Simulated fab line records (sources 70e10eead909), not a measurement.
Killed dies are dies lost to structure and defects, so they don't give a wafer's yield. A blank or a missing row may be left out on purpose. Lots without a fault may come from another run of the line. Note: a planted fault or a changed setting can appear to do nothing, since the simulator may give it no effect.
Chamber matching / flow nandHarc / NHARC_P_ZERO_WELL_ETCH_65 on rieDiel-07: 4 sister chambers
The step etches the open film in N2/H2, target depth 80 nm, overetch 24 nm, time 87.88 s. 4 wafers are shown with their chamber, then 11 later ones without.

WAFERS PAIRED WITH THEIR CHAMBERS
wafer=L085.5; chamber=1; drypumpMotorCurrentA (A)=5.93
wafer=L088.1; chamber=3; drypumpMotorCurrentA (A)=6.28
wafer=L088.3; chamber=2; drypumpMotorCurrentA (A)=6.05
wafer=L089.2; chamber=0; drypumpMotorCurrentA (A)=5.61

WAFERS MISSING THEIR CHAMBER
wafer=L089.4; drypumpMotorCurrentA (A)=5.63
wafer=L089.6; drypumpMotorCurrentA (A)=6.08
wafer=L091.1; drypumpMotorCurrentA (A)=6.33
wafer=L091.3; drypumpMotorCurrentA (A)=6.28
wafer=L091.5; drypumpMotorCurrentA (A)=6.29
wafer=L093.2; drypumpMotorCurrentA (A)=5.63
wafer=L093.3; drypumpMotorCurrentA (A)=6.02
wafer=L093.5; drypumpMotorCurrentA (A)=5.63
wafer=L097.2; drypumpMotorCurrentA (A)=6.29
wafer=L097.4; drypumpMotorCurrentA (A)=5.62
wafer=L097.5; drypumpMotorCurrentA (A)=6.06

EACH ONE'S CHAMBER
wafer=L089.4; from the rows above=0; in truth=0
wafer=L089.6; from the rows above=2; in truth=2
wafer=L091.1; from the rows above=3; in truth=3
wafer=L091.3; from the rows above=3; in truth=3
wafer=L091.5; from the rows above=3; in truth=3
wafer=L093.2; from the rows above=0; in truth=0
wafer=L093.3; from the rows above=2; in truth=2
wafer=L093.5; from the rows above=0; in truth=0
wafer=L097.2; from the rows above=3; in truth=3
wafer=L097.4; from the rows above=0; in truth=0
wafer=L097.5; from the rows above=2; in truth=2
Correct placement for 11 of the 11. From these rows, 0 cannot be placed. 0 placed wrongly.
How it was worked out, from the rows above alone: a wafer's distance from a chamber is the root of the sum, over the readings, of the square of ((its reading less the chamber's mean) divided by the reading's scatter). The wafer belongs to the nearest chamber; if the next one is less than 2 further off, it can't be placed. For every chamber, the mean is computed from those of its wafers that are shown. The scatter: root of mean squared gap, hidden wafer to nearest shown wafer, with one shown wafer a chamber.
